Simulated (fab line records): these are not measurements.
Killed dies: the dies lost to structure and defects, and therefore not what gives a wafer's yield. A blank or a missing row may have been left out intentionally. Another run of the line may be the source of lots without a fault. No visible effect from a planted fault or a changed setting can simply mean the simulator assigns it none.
fab line records	flow n5_finfet	part 1 of 2: steps 1 to 4 of 6
record: lots: 23	wafers: 69	last_day: 17
route steps=1938 shown GATE_CUT@514 MOL_CONTACT_COAG@532
lots with no fault: from the same line, run without faults
start_h: hours from the record's first day to the start of the lot's first wafer shown	wait_h: hours since the lot's step before	" repeats the value in the row above	L1.1+2: a single row standing in for several wafers	- either no value or no given start	* or withheld: withheld	< > ~ a bound
route shown NAME@n: names a module that has steps shown in the file, with the first one's number in the route	usual: mean and standard deviation over wafers with no fault	same: alike in all rows	chamber/n: place in a boat	sites: readings site by site	_std_site: standard deviation of those values	_edge_site: mean of outer sites minus mean of inner sites	radius_mm: how far each site lies from the wafer's centre	mask NAME#n: copy n	behind: the tool/chamber that last shaped the wafer	hold: the reason the lot was held/the length of the hold in hours/how it ended	device: whichever transistor did not switch (one of n, p or np)	end of line: the route-end tests of the same wafers	a step without rows: its recipe alone	killed: the dies lost at the first sort to structure and to defects; this is not the yield of the wafer	map: dies across one wafer; x = killed, . = not, _ = none there
set.NAME: the setting as run; set.NAME@STEP: as run at that earlier step	model.NAME: the simulator's own value behind a step, which no gauge read
route steps across a sampled set of lots; one table per step, one row per wafer
services: when a tool's chamber went out of use (start_h, in hours from the record's first day, below 0 if earlier), for how many hours, and the reason
== steps ==
step: N5_GATE_CUT_CMP_61
recipe: stop_on: SiNx	t_overpolish_s: 3	post_cmp_clean: alkaline_brush	down_force_psi: 4	platen_rpm: 27.09	pad_velocity_m_s: 0.539
usual: motor_current_A: 11.8/0.89	pad_life_wafers: 1216/560
lot.wafer	tool	chamber	start_h	wait_h	motor_current_A	pad_life_wafers
L074.4	cmp-01	0	87.51	0.3	11.7	440
L074.5	"	2	"	"	11.4	-
L074.6	"	3	"	"	11.9	-
L075.1	cmp-03	1	95.74	0.4	13.5	1758
L075.3	"	3	"	"	13.1	1760
L075.6	"	1	"	"	12.3	-
L076.3	cmp-02	1	101.54	0.4	12.8	894
L076.1	"	2	"	"	12.1	895
L076.5	"	2	"	"	12.1	-
L077.1	cmp-01	3	109.07	0.3	11.7	625
L077.2	"	0	"	"	10.9	626
L077.5	"	2	"	"	11.8	-
L078.1	cmp-01	0	111.11	0.4	11.0	648
L078.3	"	2	"	"	11.3	650
L078.5	"	0	"	"	11.6	-
L079.2	cmp-02	3	116.89	0.3	11.3	1027
L079.4	"	1	"	"	12.6	1029
L079.5	"	3	"	"	12.0	-
L080.4	cmp-02	2	122.06	0.4	11.9	1062
L080.1	"	3	"	"	11.8	1063
L080.6	"	3	"	"	12.3	-
L081.4	cmp-03	0	130.49	0.4	12.4	1962
L081.3	"	2	"	"	11.8	1964
L081.5	"	0	"	"	12.9	-
L082.3	cmp-03	1	136.92	0.3	12.7	2017
L082.2	"	2	"	"	12.2	2018
L082.6	"	1	"	"	12.6	-
L083.4	cmp-02	0	145.77	0.4	10.0	1242
L083.3	"	2	"	"	12.0	1244
L083.5	"	1	"	"	11.8	-
L084.4	cmp-02	1	147.68	0.3	13.3	1262
L084.5	"	3	"	"	12.3	-
L084.6	"	0	"	"	9.9	-
L085.2	cmp-02	3	153.92	0.4	12.1	1338
L085.4	"	0	"	"	10.0	1339
L085.5	"	0	"	"	9.4	-
L086.1	cmp-02	3	157.69	0.3	12.7	1375
L086.2	"	0	"	"	9.8	1376
L086.6	"	3	"	"	11.6	-
L087.2	cmp-02	1	166.18	0.4	12.5	1440
L087.3	"	2	"	"	11.8	1441
L087.1	"	0	"	"	9.6	1443
L088.4	cmp-01	0	174.88	0.3	11.2	1243
L088.1	"	2	"	"	11.4	1245
L088.5	"	0	"	"	11.8	-
L089.1	cmp-02	0	179.09	0.3	9.8	1555
L089.3	"	2	"	"	12.6	1557
L089.6	"	3	"	"	12.0	-
L090.3	cmp-02	0	181.38	0.4	10.7	1578
L090.4	"	1	"	"	12.7	1579
L090.6	"	0	"	"	10.3	-
L091.1	cmp-03	2	190.23	0.4	12.1	108
L091.2	"	0	"	"	12.7	110
L091.6	"	2	"	"	12.8	-
L092.2	cmp-03	1	196.18	0.4	12.2	150
L092.3	"	2	"	"	12.0	151
L092.1	"	0	"	"	12.7	153
L093.3	cmp-02	1	201.19	0.4	12.3	1710
L093.4	"	2	"	"	12.1	1711
L093.6	"	1	"	"	12.3	-
L095.4	cmp-02	3	218.46	0.4	11.8	1836
L095.1	"	0	"	"	10.0	1837
L095.5	"	3	"	"	12.4	-
L097.3	cmp-03	0	226.29	0.4	12.0	420
L097.2	"	1	"	"	12.9	421
L097.6	"	1	"	"	11.6	-
L096.3	cmp-01	0	227.71	0.4	12.0	1704
L096.4	"	1	"	"	11.2	1705
L096.6	"	0	"	"	11.8	-
step: N5_MOL_CONTACT_COAG_ETCH_106
recipe: chemistry: N2/H2	target: SOC	target_depth_a: 800	overetch_a: 160	mask_material: SiARC	temp_c: 40	time_s: 120	ion_energy_ev: 200	pressure_mtorr: 30	source_w: 840	bias_w: 150	n2_flow_sccm: 200	h2_flow_sccm: 200
usual: bias_w: 150.0/0.42	drypump_motor_current_A: 5.8/0.33	oes_product_au: 0.70/0.07	rf_vpp_V: 524.8/2.2	showerhead_plenum_p_Torr: 2.58/0.082	throttle_valve_pct: 17.8/0.31
lot.wafer	tool	chamber	start_h	wait_h	bias_w	drypump_motor_current_A	oes_product_au	rf_hours_counter_h	rf_vpp_V	showerhead_plenum_p_Torr	throttle_valve_pct
L074.4	rie_diel-05	1	88.31	0.0	150.0	5.5	0.65	155	525.0	2.66	17.9
L074.5	"	1	"	"	150.2	5.5	0.65	-	527.1	2.66	17.9
L074.6	"	0	"	"	150.8	5.6	0.82	-	526.7	2.71	17.4
L075.1	rie_diel-04	1	96.48	0.0	150.4	6.5	0.62	214	525.0	2.62	18.0
L075.3	"	3	"	"	149.7	6.2	0.69	146	524.4	2.55	18.0
L075.6	"	2	"	"	150.3	6.1	0.69	-	524.4	2.56	18.3
L076.1	rie_diel-03	0	102.29	0.0	150.4	5.7	0.63	213	525.9	2.62	18.1
L076.3	"	1	"	"	150.1	5.4	0.68	139	520.7	2.44	17.4
L076.5	"	0	"	"	150.1	5.7	0.63	-	525.2	2.62	18.1
L077.1	rie_diel-05	3	109.90	0.0	150.7	5.8	0.79	29	522.9	2.47	17.6
L077.2	"	1	"	"	148.8	5.5	0.65	163	526.8	2.65	18.0
L077.5	"	0	"	"	150.6	5.6	0.81	-	528.9	2.70	17.4
L078.1	rie_diel-03	2	111.89	0.0	150.0	5.8	0.82	26	527.8	2.70	17.4
L078.3	"	1	"	"	150.1	5.4	0.69	-	521.7	2.44	17.4
L078.5	"	1	"	"	149.7	5.4	0.69	-	521.5	2.44	17.4
L079.2	rie_diel-03	2	117.64	0.0	149.9	5.8	0.82	27	526.8	2.70	17.4
L079.4	"	1	"	"	150.4	5.5	0.69	-	521.2	2.44	17.4
L079.5	"	1	"	"	150.4	5.5	0.69	-	522.4	2.44	17.4
L080.1	rie_diel-04	1	122.92	0.0	150.2	6.5	0.62	225	527.5	2.62	18.0
L080.4	"	0	"	"	150.4	6.3	0.65	-	526.6	2.63	17.9
L080.6	"	1	"	"	150.4	6.4	0.62	-	526.5	2.62	18.0
L081.3	rie_diel-05	1	131.34	0.0	150.5	5.5	0.64	170	526.1	2.65	18.0
L081.4	"	3	"	"	150.0	5.9	0.77	37	521.4	2.47	17.6
L081.5	"	3	"	"	149.8	5.8	0.77	-	521.8	2.47	17.6
L082.2	rie_diel-05	1	137.75	0.0	150.7	5.5	0.64	171	526.2	2.65	18.0
L082.3	"	2	"	"	150.6	5.5	0.78	38	524.4	2.58	17.7
L082.6	"	2	"	"	150.7	5.5	0.78	-	524.7	2.58	17.6
L083.3	rie_diel-03	1	146.63	0.0	149.7	5.4	0.67	155	520.3	2.44	17.4
L083.4	"	2	"	"	149.0	5.8	0.80	38	528.8	2.69	17.4
L083.5	"	1	"	"	149.4	5.4	0.67	-	521.2	2.44	17.5
L084.4	rie_diel-03	0	148.48	0.0	150.2	5.7	0.62	222	525.1	2.62	18.1
L084.5	"	3	"	"	150.1	5.6	0.66	-	525.7	2.53	18.1
L084.6	"	0	"	"	150.2	5.7	0.62	-	526.7	2.62	18.1
L085.2	rie_diel-04	2	154.79	0.0	149.8	6.1	0.69	154	523.6	2.55	18.3
L085.4	"	1	"	"	149.4	6.4	0.60	237	525.0	2.61	18.1
L085.5	"	2	"	"	149.4	6.1	0.68	-	525.2	2.55	18.3
L086.1	rie_diel-03	2	158.40	0.0	149.8	5.8	0.80	41	528.0	2.69	17.4
L086.2	"	3	"	"	149.8	5.6	0.65	173	522.7	2.53	18.1
L086.6	"	3	"	"	150.0	5.6	0.66	-	524.8	2.53	18.1
L087.1	rie_diel-03	2	166.98	0.0	150.1	5.8	0.80	45	527.5	2.69	17.4
L087.2	"	3	"	"	149.8	5.5	0.65	177	523.8	2.53	18.1
L087.3	"	0	"	"	149.9	5.7	0.62	228	525.2	2.61	18.1
L088.1	rie_diel-03	1	175.71	0.0	150.4	5.5	0.66	165	522.3	2.43	17.5
L088.4	"	2	"	"	150.0	5.8	0.79	48	528.1	2.69	17.4
L088.5	"	0	"	"	150.3	5.6	0.62	-	525.8	2.61	18.1
L089.1	rie_diel-04	3	179.95	0.0	150.5	6.3	0.67	177	524.4	2.53	18.1
L089.3	"	0	"	"	150.6	6.3	0.63	227	526.3	2.62	17.9
L089.6	"	3	"	"	150.7	6.2	0.67	-	524.0	2.53	18.1
L090.3	rie_diel-05	1	182.12	0.0	150.5	5.5	0.63	186	526.7	2.64	18.0
L090.4	"	3	"	"	149.3	5.8	0.75	53	521.9	2.46	17.6
L090.6	"	0	"	"	150.1	5.6	0.76	-	528.5	2.69	17.4
L091.1	rie_diel-04	3	191.09	0.0	150.0	6.2	0.67	181	522.3	2.53	18.1
L091.2	"	2	"	"	149.9	6.1	0.68	166	523.6	2.55	18.3
L091.6	"	0	"	"	150.8	6.3	0.63	-	525.2	2.62	18.0
L092.1	rie_diel-04	2	197.02	0.0	149.6	6.0	0.67	168	524.1	2.54	18.4
L092.2	"	0	"	"	149.7	6.3	0.63	232	525.1	2.62	18.0
L092.3	"	1	"	"	149.2	6.5	0.60	250	524.6	2.61	18.1
L093.3	rie_diel-04	0	201.92	0.0	150.2	6.3	0.63	234	525.4	2.62	18.0
L093.4	"	0	"	"	150.3	6.3	0.63	-	525.5	2.62	18.0
L093.6	"	3	"	"	150.5	6.2	0.67	-	523.4	2.53	18.1
L095.1	rie_diel-04	3	219.20	0.0	149.5	6.2	0.66	193	524.2	2.53	18.1
L095.4	"	1	"	"	149.5	6.5	0.88	2	524.6	2.61	17.7
L095.5	"	0	"	"	150.4	6.3	0.63	-	525.7	2.61	18.0
L097.2	rie_diel-05	1	227.15	0.0	149.8	5.5	0.63	203	526.4	2.64	18.0
L097.3	"	2	"	"	150.1	5.5	0.73	70	525.2	2.57	17.7
L097.6	"	1	"	"	149.5	5.5	0.62	-	525.7	2.64	18.0
L096.3	rie_diel-05	1	228.93	0.0	150.0	5.5	0.62	203	525.6	2.64	18.0
L096.4	"	0	"	"	150.6	5.6	0.75	53	527.8	2.69	17.4
L096.6	"	3	"	"	150.1	5.8	0.73	-	518.8	2.46	17.7
step: N5_MOL_CONTACT_COAG_SPUTTER_143
recipe: material: Co	target_thk_a: 25	temp_c: 25	chamber_pressure_pa: 0.2
usual: susceptor_temp_C: 24.98/0.12	throttle_valve_pct: 30.0/0.85
lot.wafer	tool	chamber	start_h	wait_h	susceptor_temp_C	throttle_valve_pct
L074.4	pvd_sputter-02	-	91.75	0.0	24.91	29.2
L074.5	"	-	"	"	24.97	29.3
L074.6	"	-	"	"	25.10	29.1
L075.1	pvd_sputter-02	-	98.10	0.0	24.97	29.9
L075.3	"	-	"	"	24.76	29.2
L075.6	"	-	"	"	25.09	30.0
L076.1	pvd_sputter-01	-	106.37	0.0	25.00	30.8
L076.3	"	-	"	"	25.00	29.9
L076.5	"	-	"	"	24.77	30.7
L077.1	pvd_sputter-03	-	113.99	0.0	25.14	30.0
L077.2	"	-	"	"	25.04	30.3
L077.5	"	-	"	"	24.95	30.0
L078.1	pvd_sputter-03	-	115.83	0.0	25.07	30.0
L078.3	"	-	"	"	24.98	29.8
L078.5	"	-	"	"	25.04	31.7
L079.2	pvd_sputter-03	-	121.97	0.0	24.74	31.9
L079.4	"	-	"	"	24.94	29.9
L079.5	"	-	"	"	25.03	29.4
L080.1	pvd_sputter-01	-	125.05	0.0	25.04	31.4
L080.4	"	-	"	"	24.93	29.9
L080.6	"	-	"	"	24.83	30.2
L081.3	pvd_sputter-02	-	134.38	0.0	24.80	28.8
L081.4	"	-	"	"	24.91	29.7
L081.5	"	-	"	"	24.91	28.9
L082.2	pvd_sputter-01	-	141.32	0.0	25.07	31.9
L082.3	"	-	"	"	24.87	30.2
L082.6	"	-	"	"	24.91	30.8
L083.3	pvd_sputter-02	-	148.54	0.0	24.89	29.4
L083.4	"	-	"	"	24.97	29.1
L083.5	"	-	"	"	25.09	30.0
L084.4	pvd_sputter-02	-	151.18	0.0	24.82	29.8
L084.5	"	-	"	"	24.93	30.2
L084.6	"	-	"	"	25.18	29.0
L085.2	pvd_sputter-03	-	158.45	0.0	24.95	29.7
L085.4	"	-	"	"	24.94	29.0
L085.5	"	-	"	"	25.07	29.2
L086.1	pvd_sputter-01	-	161.66	0.0	25.21	30.5
L086.2	"	-	"	"	25.09	30.0
L086.6	"	-	"	"	24.81	30.1
L087.1	pvd_sputter-01	-	168.74	0.0	24.81	29.9
L087.2	"	-	"	"	24.94	30.8
L087.3	"	-	"	"	25.16	30.2
L088.1	pvd_sputter-03	-	178.63	0.0	25.02	30.1
L088.4	"	-	"	"	24.95	31.7
L088.5	"	-	"	"	24.98	30.2
L089.1	pvd_sputter-01	-	183.40	0.0	25.05	30.6
L089.3	"	-	"	"	25.04	30.0
L089.6	"	-	"	"	25.02	30.1
L090.3	pvd_sputter-03	-	186.90	0.0	24.95	29.6
L090.4	"	-	"	"	24.97	31.8
L090.6	"	-	"	"	25.05	29.9
L091.1	pvd_sputter-02	-	195.55	0.0	25.18	29.2
L091.2	"	-	"	"	24.84	29.1
L091.6	"	-	"	"	25.21	29.7
L092.1	pvd_sputter-03	-	200.35	0.0	25.03	31.7
L092.2	"	-	"	"	24.92	30.1
L092.3	"	-	"	"	25.00	29.1
L093.3	pvd_sputter-01	-	204.26	0.0	24.73	31.8
L093.4	"	-	"	"	24.93	29.9
L093.6	"	-	"	"	25.01	30.0
L095.1	pvd_sputter-03	-	221.50	0.0	25.14	29.9
L095.4	"	-	"	"	24.84	29.8
L095.5	"	-	"	"	25.04	30.1
L097.2	pvd_sputter-03	-	229.49	0.0	25.01	29.9
L097.3	"	-	"	"	25.03	31.6
L097.6	"	-	"	"	25.18	30.1
L096.3	pvd_sputter-02	-	231.00	0.0	24.90	29.1
L096.4	"	-	"	"	25.16	29.2
L096.6	"	-	"	"	24.95	29.2
step: N5_MOL_CONTACT_COAG_ALD_131
recipe: material: SiO2	target_thk_a: 50	temp_c: 100	ald_precursor_family: BDEAS	ald_co_reactant: O2-plasma	pulse_time_s: 1	co_reactant_pulse_time_s: 1	purge_time_s: 2	co_reactant_purge_time_s: 2	ald_cycles: 35	pressure_torr: 2
usual: chamber_pressure_Torr: 2.000/0.004	heater_power_w: 75/6.9	precursor_pulse_height_rel: 1.002/0.02	susceptor_temp_C: 99.97/0.12
same: ald_cycles: 35
lot.wafer	tool	chamber	start_h	wait_h	chamber_pressure_Torr	heater_power_w	precursor_pulse_height_rel	susceptor_temp_C
L074.4	ald_sin-01	0	99.00	0.6	2.001	69	0.990	99.88
L074.5	"	1	"	"	2.005	88	1.015	99.92
L074.6	"	2	"	"	2.005	78	1.025	99.94
L075.1	ald_sin-04	1	105.34	0.1	2.000	76	0.983	100.16
L075.3	"	3	"	"	2.004	76	1.005	100.07
L075.6	"	3	"	"	2.007	74	1.016	100.13
L076.1	ald_sin-01	0	114.58	0.1	1.999	71	1.010	99.80
L076.3	"	3	"	"	1.999	70	0.977	99.82
L076.5	"	0	"	"	2.004	73	0.966	99.82
L077.1	ald_sin-01	2	121.37	0.1	2.005	77	0.989	100.00
L077.2	"	3	"	"	1.999	70	1.007	100.26
L077.5	"	2	"	"	1.997	76	1.003	100.24
L078.1	ald_sin-01	2	122.51	0.1	2.001	76	1.006	100.17
L078.3	"	0	"	"	2.000	70	0.978	100.08
L078.5	"	2	"	"	1.997	78	0.994	100.09
L079.2	ald_sin-02	0	128.97	0.1	2.001	85	1.011	100.11
L079.4	"	3	"	"	2.001	83	0.988	100.15
L079.5	"	0	"	"	2.007	87	0.997	100.02
L080.1	ald_sin-01	2	132.13	0.1	1.997	79	0.989	99.88
L080.4	"	0	"	"	2.000	70	1.008	99.85
L080.6	"	0	"	"	1.996	71	0.994	100.04
L081.3	ald_sin-02	3	141.17	0.2	1.997	85	1.016	99.91
L081.4	"	2	"	"	2.002	78	0.992	100.20
L081.5	"	3	"	"	1.996	80	1.004	100.00
L082.2	ald_sin-04	0	148.76	0.1	2.000	64	1.001	99.89
L082.3	"	2	"	"	1.999	73	1.036	100.15
L082.6	"	2	"	"	2.000	72	0.977	100.05
L083.3	ald_sin-04	2	156.83	0.8	2.003	73	1.018	99.82
L083.4	"	0	"	"	1.997	65	0.998	100.04
L083.5	"	1	"	"	2.003	74	0.997	99.98
L084.4	ald_sin-04	3	161.17	0.2	2.003	76	1.013	99.94
L084.5	"	3	"	"	2.006	76	1.026	99.83
L084.6	"	0	"	"	2.007	65	1.013	100.02
L085.2	ald_sin-02	2	165.25	0.1	2.003	76	0.960	99.95
L085.4	"	1	"	"	2.001	74	0.989	99.97
L085.5	"	0	"	"	1.998	85	0.949	99.84
L086.1	ald_sin-04	2	168.54	0.1	2.000	73	0.985	99.80
L086.2	"	0	"	"	2.005	63	1.020	99.85
L086.6	"	2	"	"	2.003	72	0.958	99.87
L087.1	ald_sin-04	0	176.00	0.1	2.002	65	0.984	100.08
L087.2	"	3	"	"	2.000	77	1.009	99.99
L087.3	"	2	"	"	1.994	73	1.012	99.88
L088.1	ald_sin-04	2	187.08	0.1	1.996	74	1.026	100.02
L088.4	"	0	"	"	1.998	64	0.990	100.06
L088.5	"	3	"	"	1.994	74	0.989	99.87
L089.1	ald_sin-04	0	192.10	1.7	2.002	64	0.989	99.96
L089.3	"	3	"	"	2.005	76	1.024	99.92
L089.6	"	1	"	"	1.998	76	1.000	99.93
L090.3	ald_sin-01	0	195.26	0.1	1.995	66	1.012	99.82
L090.4	"	2	"	"	2.003	78	1.036	99.87
L090.6	"	1	"	"	1.991	89	1.030	100.08
L091.1	ald_sin-01	3	203.48	0.3	1.996	66	1.006	100.06
L091.2	"	2	"	"	1.997	80	1.030	99.98
L091.6	"	2	"	"	2.002	77	1.005	99.84
L092.1	ald_sin-01	1	207.60	0.1	1.995	91	1.013	99.96
L092.2	"	2	"	"	1.996	79	1.012	99.97
L092.3	"	3	"	"	2.004	68	0.990	100.12
L093.3	ald_sin-04	2	211.23	0.1	2.007	72	1.002	100.21
L093.4	"	3	"	"	2.008	76	1.033	100.03
L093.6	"	0	"	"	2.002	65	0.994	100.03
L095.1	ald_sin-02	1	229.15	0.3	2.000	76	0.994	100.09
L095.4	"	0	"	"	1.998	84	1.008	100.02
L095.5	"	1	"	"	2.004	75	0.969	100.10
L097.2	ald_sin-02	1	235.95	0.1	2.009	76	1.025	99.98
L097.3	"	0	"	"	1.998	81	1.001	100.02
L097.6	"	1	"	"	2.000	77	1.010	99.96
L096.3	ald_sin-01	1	240.48	0.4	1.999	90	0.995	99.98
L096.4	"	3	"	"	2.002	67	1.027	99.87
L096.6	"	3	"	"	1.999	67	1.002	99.92
